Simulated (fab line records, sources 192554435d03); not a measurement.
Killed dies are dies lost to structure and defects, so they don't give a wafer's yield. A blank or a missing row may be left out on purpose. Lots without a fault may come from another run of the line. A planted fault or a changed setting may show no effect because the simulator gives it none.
fab line records | flow n5_finfet
record lots=14 wafers=35 last_day=17
route steps=1938 shown BEOL_M7@1323 BEOL_M8@1339 PASSIVATION@1936
lots that met no fault: from a run of the same line without faults
start_h: hours from the record's first day to the start of the lot's first wafer shown | wait_h: hours since the lot's step before | " the same as in the row above | L1.1+2: a row that stands for several wafers | - no value, or no start given | * or withheld: withheld | < > ~ a bound
route shown NAME@n: a module of which the file shows steps, and the number in the route of the first | usual: mean/standard deviation of fault-free wafers | same: alike in all rows | chamber/n: place in a boat | sites: the reading at each site | _std_site: their standard deviation | _edge_site: outer sites' mean less inner sites' | radius_mm: how far each site lies from the wafer's centre | mask NAME#n: copy n | behind: the tool/chamber that last shaped the wafer | hold: why the lot was held/for how many hours/how that ended | device: the transistor (n, p or np) that didn't switch | end of line: the same wafers' tests at the end of the route | a step without rows: its recipe alone | killed: dies lost to structure and defects at the first sort, not the wafer's yield | map: a wafer's dies, x killed, . not, _ none there
set.NAME: the setting as run; set.NAME@STEP: as run at that earlier step | model.NAME: the simulator's own value behind a step, which no gauge read
steps of the route over a sample of lots; a table a step, a row a wafer
services: from which hour (start_h, from the record's first day; less than 0 if before it) a tool's chamber was out of use, for how many hours, and why
## steps
# step N5_BEOL_M7_SPUTTER_48
# recipe material=Cu target_thk_a=100 temp_c=-20 bias_v=60 power_w=26000 chamber_pressure_pa=0.13 time_s=1.667
# usual throttle_valve_pct=29.6/0.9
# columns lot.wafer tool chamber start_h wait_h throttle_valve_pct
L886.2 pvd_sputter-02 - 203.00 0.1 28.8
L886.5 " - " " 29.5
L886.6 " - " " 30.4
L887.3 pvd_sputter-01 - 207.96 0.6 29.6
L887.4 " - " " 29.3
L890.1 pvd_sputter-01 - 223.04 0.1 29.7
L890.5 " - " " 30.0
L897.2 pvd_sputter-03 - 270.82 0.1 29.1
L897.4 " - " " 30.2
L897.5 " - " " 29.7
L898.1 pvd_sputter-03 - 280.00 0.2 30.4
L898.5 " - " " 29.1
L898.6 " - " " 30.3
L900.2 pvd_sputter-01 - 289.90 0.1 29.6
L900.6 " - " " 27.6
L902.2 pvd_sputter-03 - 293.08 0.1 30.1
L902.5 " - " " 30.5
L902.6 " - " " 29.3
L901.3 pvd_sputter-01 - 303.04 0.2 29.2
L901.5 " - " " 29.6
L903.2 pvd_sputter-01 - 311.41 0.5 29.3
L903.4 " - " " 29.6
L903.5 " - " " 27.3
L905.2 pvd_sputter-01 - 313.69 0.2 27.5
L905.3 " - " " 29.5
L904.2 pvd_sputter-01 - 313.77 0.2 29.7
L904.3 " - " " 29.4
L906.2 pvd_sputter-01 - 323.38 0.2 29.9
L906.4 " - " " 29.8
L906.5 " - " " 29.4
L908.4 pvd_sputter-02 - 329.37 0.1 30.7
L908.6 " - " " 30.6
L907.1 pvd_sputter-02 - 330.85 0.2 29.3
L907.4 " - " " 30.3
L907.6 " - " " 30.6
# step N5_BEOL_M8_COAT_05
# recipe resist=CAR-ArF spin_rpm=1500 resist_thk_nm=90
# usual chill_plate_temp_C=22.99/0.1 spin_speed_rpm=1500.1/0.98
# columns lot.wafer tool chamber start_h wait_h chill_plate_temp_C spin_speed_rpm
L886.2 litho_track-03 0 205.36 - 22.95 1498.3
L886.5 " 0 " " 22.94 1498.4
L886.6 " 0 " " 23.03 1499.3
L887.3 litho_track-01 0 210.65 - 23.10 1500.9
L887.4 " 0 " " 23.03 1499.8
L890.1 litho_track-03 0 225.06 - 23.09 1501.5
L890.5 " 0 " " 23.01 1501.4
L897.2 litho_track-04 0 273.36 - 22.89 1337.8
L897.4 " 0 " " 23.09 1339.0
L897.5 " 0 " " 22.90 1341.1
L898.1 litho_track-04 0 283.07 - 23.07 1339.0
L898.5 " 0 " " 23.22 1341.1
L898.6 " 0 " " 23.15 1338.6
L900.2 litho_track-01 0 293.39 - 22.99 1500.9
L900.6 " 0 " " 23.00 1500.4
L902.2 litho_track-03 0 295.39 - 22.85 1500.7
L902.5 " 0 " " 22.96 1500.9
L902.6 " 0 " " 22.96 1498.4
L901.3 litho_track-01 0 308.28 - 22.90 1500.5
L901.5 " 0 " " 22.89 1501.0
L903.2 litho_track-01 0 314.58 - 22.89 1500.2
L903.4 " 0 " " 22.97 1499.3
L903.5 " 0 " " 22.91 1498.5
L905.2 litho_track-03 0 316.28 - 22.94 1500.3
L905.3 " 0 " " 23.07 1498.3
L904.2 litho_track-01 0 317.71 - 23.01 1501.5
L904.3 " 0 " " 23.16 1499.9
L906.2 litho_track-03 0 325.42 - 22.82 1500.3
L906.4 " 0 " " 23.02 1500.9
L906.5 " 0 " " 22.93 1500.7
L908.4 litho_track-03 0 331.76 - 23.06 1498.5
L908.6 " 0 " " 23.00 1498.4
L907.1 litho_track-01 0 333.72 - 23.03 1500.0
L907.4 " 0 " " 22.99 1501.4
L907.6 " 0 " " 23.07 1500.5
# step N5_BEOL_M8_CD_MEAS_11
# recipe target_cd_nm=38.5 landing_energy_ev=500 detector=se_inlens polarity=opening
# usual cd_nm=38.1/0.7
# columns lot.wafer tool chamber start_h wait_h cd_nm
L886.2 cd_sem-01 0 205.73 - 38.1
L886.5 " 0 " " 38.2
L886.6 " 0 " " 37.7
L887.3 cd_sem-01 0 211.02 - 37.8
L887.4 " 0 " " 37.6
L890.1 cd_sem-01 0 225.30 - 37.7
L890.5 " 0 " " 37.1
L897.2 cd_sem-03 0 273.73 - 37.5
L897.4 " 0 " " 37.2
L897.5 " 0 " " 37.4
L898.1 cd_sem-01 0 283.44 - 37.2
L898.5 " 0 " " 38.6
L898.6 " 0 " " 38.4
L900.2 cd_sem-03 0 293.76 - 37.3
L900.6 " 0 " " 38.0
L902.2 cd_sem-03 0 295.63 - 38.7
L902.5 " 0 " " 39.3
L902.6 " 0 " " 38.2
L901.3 cd_sem-02 0 308.52 - 38.7
L901.5 " 0 " " 38.4
L903.2 cd_sem-01 0 314.95 - 38.2
L903.4 " 0 " " 36.7
L903.5 " 0 " " 37.0
L905.2 cd_sem-03 0 316.65 - 37.2
L905.3 " 0 " " 37.9
L904.2 cd_sem-02 0 318.09 - 38.1
L904.3 " 0 " " 38.3
L906.2 cd_sem-01 0 325.79 - 37.5
L906.4 " 0 " " 37.9
L906.5 " 0 " " 37.2
L908.4 cd_sem-01 0 332.13 - 38.3
L908.6 " 0 " " 39.0
L907.1 cd_sem-01 0 333.96 - 38.7
L907.4 " 0 " " 38.8
L907.6 " 0 " " 38.8
# step N5_BEOL_M8_OVL_MEAS_12
# recipe points_per_wafer=44
# usual M8_OVL=-0.1/0.72
# columns lot.wafer tool chamber start_h wait_h M8_OVL[nm]
L886.2 overlay-02 0 205.76 0.0 0.7
L886.5 " 0 " " -0.4
L886.6 " 0 " " -0.5
L887.3 overlay-02 0 211.05 0.0 0.6
L887.4 " 0 " " -0.8
L890.1 overlay-02 0 225.33 0.0 0.2
L890.5 " 0 " " 0.1
L897.2 overlay-01 0 273.76 0.0 -0.2
L897.4 " 0 " " 0.0
L897.5 " 0 " " -1.1
L898.1 overlay-01 0 283.47 0.0 -0.4
L898.5 " 0 " " 0.8
L898.6 " 0 " " -0.1
L900.2 overlay-02 0 293.79 0.0 -0.2
L900.6 " 0 " " -0.4
L902.2 overlay-02 0 295.66 0.0 0.3
L902.5 " 0 " " 1.1
L902.6 " 0 " " -0.4
L901.3 overlay-01 0 308.55 0.0 -0.4
L901.5 " 0 " " -0.3
L903.2 overlay-01 0 314.98 0.0 -0.2
L903.4 " 0 " " -0.4
L903.5 " 0 " " -0.7
L905.2 overlay-02 0 316.68 0.0 0.5
L905.3 " 0 " " 0.2
L904.2 overlay-02 0 318.12 0.0 -1.0
L904.3 " 0 " " -0.9
L906.2 overlay-01 0 325.82 0.0 -0.3
L906.4 " 0 " " 0.2
L906.5 " 0 " " 0.4
L908.4 overlay-02 0 332.15 0.0 -1.7
L908.6 " 0 " " -0.8
L907.1 overlay-01 0 333.99 0.0 -1.0
L907.4 " 0 " " 0.0
L907.6 " 0 " " -0.7
# step N5_PASSIVATION_PROBE_49
# usual defect_limited_yield=91.3/1.4 killed_at_M0_to_M3=32/9.5 killed_at_M4_up=14/5.2 killed_at_contacts=13/5.7 killed_at_front_end=41/12 killed_at_other=3.5/2.6 killed_dies=103/17 killed_open=68/14 killed_short=32/7 sort_bin_4_leakage=0.01/0.051 sort_bin_5_function=5.0/0.91 sort_bin_6_memory=3.3/0.7 sort_bin_8_speed=0.03/0.22 sort_n_pass=1076/17 sort_yield_pct=91.2/1.4
# same gross_dies=1180 killed_at_back_side=0
# columns lot.wafer tool chamber start_h wait_h defect_limited_yield[%] killed_at_M0_to_M3 killed_at_M4_up killed_at_contacts killed_at_front_end killed_at_other killed_dies killed_open killed_short sort_bin_4_leakage[%] sort_bin_5_function[%] sort_bin_6_memory[%] sort_bin_8_speed[%] sort_n_pass sort_yield_pct[%]
L886.2 prober-02 - 274.03 0.1 92.4 30 24 8 28 0 90 69 20 0 5.0 2.3 0 1090 92.4
L886.5 prober-02 - 274.18 0.2 91.9 44 18 12 18 3 95 61 33 0 5.1 2.6 0 1085 91.9
L886.6 prober-02 - 274.23 0.3 93.1 32 13 11 24 2 82 51 27 0 4.1 2.5 0.08 1098 93.1
L887.3 prober-01 - 283.66 0.1 91.3 25 20 17 37 4 103 71 32 0.17 4.8 3.6 0 1075 91.1
L887.4 prober-01 - 283.71 0.2 88.8 43 20 17 45 7 132 90 42 0 6.9 4.0 0 1048 88.8
L890.1 prober-02 - 294.23 0.0 89.7 33 14 14 56 4 121 95 26 0 6.3 3.8 0 1059 89.7
L890.5 prober-02 - 294.43 0.2 91.2 32 13 8 48 3 104 65 35 0 5.3 2.6 0 1076 91.2
L897.2 prober-01 - 341.73 0.1 87.5 46 13 12 76 1 148 81 55 0 7.0 4.4 0 1032 87.5
L897.4 prober-01 - 341.83 0.2 87.7 58 26 11 48 2 145 103 41 0 7.5 4.3 0 1035 87.7
L897.5 prober-01 - 341.88 0.2 90.0 41 9 14 53 1 118 87 30 0 6.0 3.5 0 1062 90.0
L898.1 prober-01 - 355.51 0.0 92.4 25 8 4 51 2 90 50 31 0 4.2 2.5 0 1090 92.4
L898.5 prober-01 - 355.71 0.2 91.7 39 14 4 39 2 98 52 32 0 4.2 2.8 0 1082 91.7
L898.6 prober-01 - 355.76 0.3 92.9 23 7 12 40 2 84 52 29 0 4.2 2.5 0 1096 92.9
L900.2 prober-01 - 358.78 0.1 93.0 28 11 16 27 1 83 57 26 0 4.0 2.9 0 1097 93.0
L900.6 prober-01 - 358.98 0.3 92.5 21 17 15 34 2 89 56 33 0 4.4 2.9 0 1091 92.5
L902.2 prober-02 - 364.78 0.1 93.0 30 8 7 34 4 83 42 40 0 3.5 3.1 0 1097 93.0
L902.5 prober-02 - 364.93 0.2 92.2 32 10 18 30 2 92 63 29 0 4.2 3.1 0 1088 92.2
L902.6 prober-02 - 364.98 0.3 92.2 35 13 10 29 5 92 54 36 0 5.2 2.2 0 1088 92.2
L901.3 prober-02 - 372.41 0.2 93.1 30 11 8 32 0 81 54 26 0 4.3 2.5 0 1099 93.1
L901.5 prober-02 - 372.51 0.3 90.3 33 10 6 66 0 115 78 37 0 6.1 3.6 0 1065 90.3
L903.2 prober-01 - 373.24 0.1 91.1 30 9 6 53 7 105 70 34 0 5.8 3.0 0 1075 91.1
L903.4 prober-01 - 373.34 0.2 90.4 52 12 6 41 2 113 74 36 0 4.6 4.1 0 1067 90.4
L903.5 prober-01 - 373.39 0.2 92.7 30 7 17 30 2 86 56 29 0 3.6 3.5 0 1094 92.7
L905.2 prober-01 - 378.13 0.1 91.7 25 11 4 56 2 98 69 28 0 5.3 2.5 0 1082 91.7
L905.3 prober-01 - 378.18 0.1 89.5 44 17 9 53 1 124 84 39 0 5.3 4.8 0 1056 89.5
L904.2 prober-01 - 389.95 0.1 90.1 33 22 14 40 8 117 75 36 0.08 5.8 3.6 0 1062 90.0
L904.3 prober-01 - 390.00 0.1 89.3 32 28 18 46 2 126 77 37 0 6.0 3.6 0 1054 89.3
L906.2 prober-02 - 390.73 0.1 90.8 34 10 11 46 8 109 73 34 0 5.3 3.8 0 1071 90.8
L906.4 prober-02 - 390.83 0.2 92.2 29 7 18 38 0 92 56 34 0 4.2 3.2 0 1088 92.2
L906.5 prober-02 - 390.88 0.2 89.8 46 11 13 43 7 120 76 41 0 5.5 4.4 0.08 1060 89.8
L907.1 prober-02 - 407.16 0.0 89.2 26 19 27 51 4 127 75 43 0 5.7 3.9 0.08 1053 89.2
L907.4 prober-02 - 407.31 0.2 91.1 35 9 17 40 4 105 64 33 0 5.0 3.1 0 1075 91.1
L907.6 prober-02 - 407.41 0.3 90.3 37 13 19 45 0 114 79 31 0 5.5 3.7 0 1066 90.3
L908.4 prober-02 - 408.95 0.2 92.9 42 9 9 22 2 84 63 21 0 4.1 3.0 0 1096 92.9
L908.6 prober-02 - 409.05 0.3 91.9 45 7 18 22 4 96 65 29 0.25 3.9 3.7 0 1081 91.6
# killed by level:class
L886.2 BEOL_M4:geometric_particle:open=14 BEOL_M3:geometric_particle:open=11 BEOL_M0_SAQP:geometric_particle:open=8 MOL_CONTACT_COAG:geometric_particle:open=6 STI_FIN_REVEAL:geometric_particle:open=5 DUMMY_GATE:geometric_particle:open=5 STARTING-WAFER:geometric_particle:short=4 GATE_CUT:geometric_particle:open=3
L886.5 BEOL_M1:geometric_particle:open=11 MOL_CONTACT_COAG:geometric_particle:open=10 BEOL_M4:geometric_particle:open=9 BEOL_M0_SAQP:geometric_particle:open=8 BEOL_M2:geometric_particle:open=6 BEOL_M2:geometric_particle:short=5 FIN_SAQP:geometric_particle:short=4 GATE_CUT:geometric_particle:short=4
L886.6 MOL_CONTACT_COAG:geometric_particle:open=9 BEOL_M2:geometric_particle:open=9 BEOL_M3:geometric_particle:open=7 BEOL_M4:geometric_particle:open=6 GATE_CUT:geometric_particle:open=5 BEOL_M0_SAQP:geometric_particle:short=4 STI_FIN_REVEAL:geometric_particle:short=3 GATE_CUT:geometric_particle:short=3
L887.3 BEOL_M4:geometric_particle:open=14 FIN_SAQP:geometric_particle:open=12 MOL_CONTACT_COAG:geometric_particle:open=12 BEOL_M0_SAQP:geometric_particle:short=9 BEOL_M0_SAQP:geometric_particle:open=9 STI_FIN_REVEAL:geometric_particle:open=6 MOL_CONTACT_COAG:geometric_particle:short=5 GATE_CUT:geometric_particle:short=4
L887.4 FIN_SAQP:geometric_particle:open=15 BEOL_M0_SAQP:geometric_particle:open=13 MOL_CONTACT_COAG:geometric_particle:open=12 BEOL_M0_SAQP:geometric_particle:short=12 BEOL_M4:geometric_particle:open=11 STI_FIN_REVEAL:geometric_particle:open=9 GATE_CUT:geometric_particle:short=7 FIN_SAQP:geometric_particle:short=6
L890.1 STI_FIN_REVEAL:geometric_particle:open=22 MOL_CONTACT_COAG:geometric_particle:open=12 BEOL_M1:geometric_particle:open=11 DUMMY_GATE:geometric_particle:open=10 BEOL_M3:geometric_particle:open=7 FIN_SAQP:geometric_particle:short=6 FIN_SAQP:geometric_particle:open=5 BEOL_M2:geometric_particle:open=4
L890.5 STI_FIN_REVEAL:geometric_particle:open=10 BEOL_M0_SAQP:geometric_particle:short=9 FIN_SAQP:geometric_particle:open=8 FIN_SAQP:geometric_particle:short=7 MOL_CONTACT_COAG:geometric_particle:open=7 BEOL_M4:geometric_particle:open=6 STARTING-WAFER:geometric_particle:short=6 BEOL_M1:geometric_particle:open=5
L897.2 FIN_SAQP:geometric_particle:open=24 BEOL_M1:geometric_particle:open=16 HKMG_FIN:area_etch=12 FIN_SAQP:geometric_particle:short=10 STI_FIN_REVEAL:geometric_particle:open=8 BEOL_M1:geometric_particle:short=8 MOL_CONTACT_COAG:geometric_particle:open=7 GATE_CUT:geometric_particle:short=7
L897.4 BEOL_M1:geometric_particle:open=14 FIN_SAQP:geometric_particle:open=13 MOL_CONTACT_COAG:geometric_particle:open=11 BEOL_M0_SAQP:geometric_particle:open=10 BEOL_M3:geometric_particle:open=10 GATE_CUT:geometric_particle:short=9 BEOL_M0:geometric_particle:open=7 BEOL_M5:geometric_particle:open=6
L897.5 BEOL_M1:geometric_particle:open=20 FIN_SAQP:geometric_particle:open=12 MOL_CONTACT_COAG:geometric_particle:open=12 STI_FIN_REVEAL:geometric_particle:open=11 GATE_CUT:geometric_particle:short=11 GATE_CUT:geometric_particle:open=11 BEOL_M0:geometric_particle:open=6 BEOL_M1:geometric_particle:short=4
L898.1 FIN_SAQP:geometric_particle:short=12 FIN_SAQP:geometric_particle:open=8 HKMG_FIN:area_etch=8 STI_FIN_REVEAL:geometric_particle:open=7 BEOL_M0_SAQP:geometric_particle:open=6 BEOL_M3:geometric_particle:open=6 DUMMY_GATE:geometric_particle:open=5 BEOL_M0_SAQP:geometric_particle:short=4
L898.5 HKMG_FIN:area_etch=13 BEOL_M2:geometric_particle:open=9 BEOL_M3:geometric_particle:open=9 BEOL_M0_SAQP:geometric_particle:open=7 BEOL_M4:geometric_particle:open=6 BEOL_M0_SAQP:geometric_particle:short=5 FIN_SAQP:geometric_particle:short=4 STI_FIN_REVEAL:geometric_particle:open=4
L898.6 FIN_SAQP:geometric_particle:short=14 FIN_SAQP:geometric_particle:open=11 MOL_CONTACT_COAG:geometric_particle:open=9 DUMMY_GATE:geometric_particle:open=5 BEOL_M2:geometric_particle:open=5 BEOL_M1:geometric_particle:open=4 GATE_CUT:geometric_particle:short=3 MOL_CONTACT_COAG:geometric_particle:short=3
L900.2 MOL_CONTACT_COAG:geometric_particle:open=13 FIN_SAQP:geometric_particle:open=6 BEOL_M1:geometric_particle:open=6 BEOL_M4:geometric_particle:open=5 ILD0:geometric_particle:open=5 BEOL_M3:geometric_particle:open=5 FIN_SAQP:geometric_particle:short=4 BEOL_M0_SAQP:geometric_particle:short=4
L900.6 MOL_CONTACT_COAG:geometric_particle:open=13 BEOL_M0_SAQP:geometric_particle:short=6 BEOL_M4:geometric_particle:short=6 FIN_SAQP:geometric_particle:open=5 FIN_SAQP:geometric_particle:short=4 STI_FIN_REVEAL:geometric_particle:open=4 DUMMY_GATE:geometric_particle:short=4 DUMMY_GATE:geometric_particle:open=3
L902.2 BEOL_M0_SAQP:geometric_particle:short=10 STI_FIN_REVEAL:geometric_particle:open=7 BEOL_M0_SAQP:geometric_particle:open=7 BEOL_M2:geometric_particle:short=6 GATE_CUT:geometric_particle:short=4 STI_FIN_REVEAL:geometric_particle:short=4 MOL_CONTACT_COAG:geometric_particle:open=4 BEOL_M4:geometric_particle:open=4
L902.5 MOL_CONTACT_COAG:geometric_particle:open=15 BEOL_M0_SAQP:geometric_particle:open=13 BEOL_M0_SAQP:geometric_particle:short=8 FIN_SAQP:geometric_particle:short=6 FIN_SAQP:geometric_particle:open=4 STI_FIN_REVEAL:geometric_particle:open=4 BEOL_M1:geometric_particle:open=4 BEOL_M4:geometric_particle:open=4
L902.6 BEOL_M0_SAQP:geometric_particle:open=10 BEOL_M2:geometric_particle:short=8 MOL_CONTACT_COAG:geometric_particle:open=7 BEOL_M4:geometric_particle:open=7 STI_FIN_REVEAL:geometric_particle:open=6 BEOL_M0_SAQP:geometric_particle:short=6 BEOL_M1:geometric_particle:open=6 SPACER0:geometric_particle:short=5
L901.3 STI_FIN_REVEAL:geometric_particle:open=9 BEOL_M1:geometric_particle:open=8 FIN_SAQP:geometric_particle:short=5 MOL_CONTACT_COAG:geometric_particle:open=5 BEOL_M3:geometric_particle:open=5 STARTING-WAFER:geometric_particle:open=5 BEOL_M3:geometric_particle:short=4 BEOL_M0_SAQP:geometric_particle:open=4
L901.5 STI_FIN_REVEAL:geometric_particle:open=32 BEOL_M0_SAQP:geometric_particle:open=10 BEOL_M0_SAQP:geometric_particle:short=7 STI_FIN_REVEAL:geometric_particle:short=5 GATE_CUT:geometric_particle:short=5 BEOL_M0:geometric_particle:open=5 MOL_CONTACT_COAG:geometric_particle:short=4 BEOL_M2:geometric_particle:open=4
L903.2 FIN_SAQP:geometric_particle:open=21 FIN_SAQP:geometric_particle:short=11 STI_FIN_REVEAL:geometric_particle:open=10 BEOL_M0_SAQP:geometric_particle:open=8 BEOL_M0_SAQP:geometric_particle:short=6 MOL_CONTACT_COAG:geometric_particle:open=5 BEOL_M1:geometric_particle:open=5 BEOL_M2:geometric_particle:short=3
L903.4 BEOL_M0_SAQP:geometric_particle:open=13 FIN_SAQP:geometric_particle:open=10 BEOL_M3:geometric_particle:open=8 BEOL_M0_SAQP:geometric_particle:short=7 BEOL_M1:geometric_particle:open=7 STARTING-WAFER:geometric_particle:short=7 STI_FIN_REVEAL:geometric_particle:open=6 BEOL_M2:geometric_particle:open=6
L903.5 MOL_CONTACT_COAG:geometric_particle:open=12 DUMMY_GATE:geometric_particle:open=10 BEOL_M3:geometric_particle:open=10 BEOL_M0_SAQP:geometric_particle:short=7 FIN_SAQP:geometric_particle:short=5 FIN_SAQP:geometric_particle:open=5 MOL_CONTACT_COAG:geometric_particle:short=5 BEOL_M0:geometric_particle:open=5
L905.2 STI_FIN_REVEAL:geometric_particle:open=20 BEOL_M3:geometric_particle:open=10 FIN_SAQP:geometric_particle:short=9 BEOL_M4:geometric_particle:open=8 FIN_SAQP:geometric_particle:open=7 BEOL_M1:geometric_particle:open=5 GATE_CUT:geometric_particle:short=4 STARTING-WAFER:geometric_particle:open=4
L905.3 BEOL_M3:geometric_particle:open=24 STI_FIN_REVEAL:geometric_particle:open=16 FIN_SAQP:geometric_particle:short=10 BEOL_M4:geometric_particle:open=8 MOL_CONTACT_COAG:geometric_particle:open=7 BEOL_M1:geometric_particle:open=7 FIN_SAQP:geometric_particle:open=6 BEOL_M3:geometric_particle:short=5
L904.2 FIN_SAQP:geometric_particle:open=16 BEOL_M4:geometric_particle:open=12 BEOL_M2:geometric_particle:open=11 MOL_CONTACT_COAG:geometric_particle:open=9 BEOL_M0_SAQP:geometric_particle:open=8 FIN_SAQP:geometric_particle:short=7 GATE_CUT:geometric_particle:short=6 MOL_CONTACT_COAG:geometric_particle:short=5
L904.3 MOL_CONTACT_COAG:geometric_particle:open=14 FIN_SAQP:geometric_particle:open=12 BEOL_M4:geometric_particle:open=11 BEOL_M0_SAQP:geometric_particle:open=8 BEOL_M0_SAQP:geometric_particle:short=8 HKMG_FIN:area_etch=8 FIN_SAQP:geometric_particle:short=7 STI_FIN_REVEAL:geometric_particle:open=7
L906.2 MOL_CONTACT_COAG:geometric_particle:open=10 BEOL_M3:geometric_particle:open=10 FIN_SAQP:geometric_particle:short=8 BEOL_M0_SAQP:geometric_particle:open=8 FIN_SAQP:geometric_particle:open=7 STI_FIN_REVEAL:geometric_particle:open=7 BEOL_M1:geometric_particle:open=7 DUMMY_GATE:geometric_particle:open=6
L906.4 MOL_CONTACT_COAG:geometric_particle:open=15 FIN_SAQP:geometric_particle:short=10 BEOL_M3:geometric_particle:open=8 FIN_SAQP:geometric_particle:open=7 BEOL_M0_SAQP:geometric_particle:short=7 STI_FIN_REVEAL:geometric_particle:open=4 BEOL_M0_SAQP:geometric_particle:open=4 BEOL_M1:geometric_particle:open=4
L906.5 BEOL_M2:geometric_particle:open=10 BEOL_M3:geometric_particle:open=10 MOL_CONTACT_COAG:geometric_particle:open=9 GATE_CUT:geometric_particle:short=8 DUMMY_GATE:geometric_particle:short=6 BEOL_M0_SAQP:geometric_particle:open=6 FIN_SAQP:geometric_particle:open=5 DUMMY_GATE:geometric_particle:open=5
L907.1 MOL_CONTACT_COAG:geometric_particle:open=19 MOL_CONTACT_COAG:geometric_particle:short=8 HKMG_FIN:area_etch=8 FIN_SAQP:geometric_particle:open=7 DUMMY_GATE:geometric_particle:open=7 BEOL_M0_SAQP:geometric_particle:open=7 FIN_SAQP:geometric_particle:short=6 BEOL_M0_SAQP:geometric_particle:short=6
L907.4 MOL_CONTACT_COAG:geometric_particle:open=12 FIN_SAQP:geometric_particle:open=9 FIN_SAQP:geometric_particle:short=8 BEOL_M2:geometric_particle:open=8 BEOL_M0_SAQP:geometric_particle:open=7 HKMG_FIN:area_etch=6 MOL_CONTACT_COAG:geometric_particle:short=5 BEOL_M0_SAQP:geometric_particle:short=5
L907.6 MOL_CONTACT_COAG:geometric_particle:open=14 BEOL_M0_SAQP:geometric_particle:open=10 BEOL_M2:geometric_particle:open=10 DUMMY_GATE:geometric_particle:open=8 FIN_SAQP:geometric_particle:open=7 BEOL_M0_SAQP:geometric_particle:short=7 FIN_SAQP:geometric_particle:short=6 GATE_CUT:geometric_particle:open=6
L908.4 BEOL_M1:geometric_particle:open=12 BEOL_M2:geometric_particle:open=12 MOL_CONTACT_COAG:geometric_particle:open=8 BEOL_M0_SAQP:geometric_particle:open=7 GATE_CUT:geometric_particle:short=4 GATE_CUT:geometric_particle:open=4 BEOL_M1:geometric_particle:short=3 BEOL_M4:geometric_particle:open=3
L908.6 MOL_CONTACT_COAG:geometric_particle:open=14 BEOL_M2:geometric_particle:open=12 BEOL_M1:geometric_particle:open=9 BEOL_M3:geometric_particle:open=7 GATE_CUT:geometric_particle:short=6 BEOL_M0_SAQP:geometric_particle:short=6 MOL_CONTACT_COAG:geometric_particle:short=4 BEOL_M0_SAQP:geometric_particle:open=4
## services
# columns tool chamber start_h hours kind
litho_track-03 - 246.46 - consumable_replace:filter
litho_track-01 - 253.55 - consumable_replace:filter
litho_track-04 - 260.47 - consumable_replace:filter
pvd_sputter-02 - 303.66 4.3 repair
pvd_sputter-03 - 332.51 3.0 repair
## key
first_sign step=N5_BEOL_M8_COAT_05 reading=spin_speed_rpm direction=down sigmas=99+ usual=* struck=*
effect none on later readings
met_at N5_BEOL_M8_COAT_05
struck_lots L897,L898
baseline_loss step=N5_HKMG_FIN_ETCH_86 wafers=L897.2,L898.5
not_acting_at N5_BEOL_M7_SPUTTER_48,N5_BEOL_M8_CD_MEAS_11,N5_BEOL_M8_OVL_MEAS_12
fault kind=process_parameter_drift tool=litho_track-04 chamber=- onset_h=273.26 steps=N5_BEOL_M8_COAT_05 channel=spin_rpm offset=* shape=step end_h=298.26 acts_in=* stated=*
# baseline_loss: these wafers lose ten dies or more at that step, a loss of the line's own and not of a fault; the sort's usual values leave them out
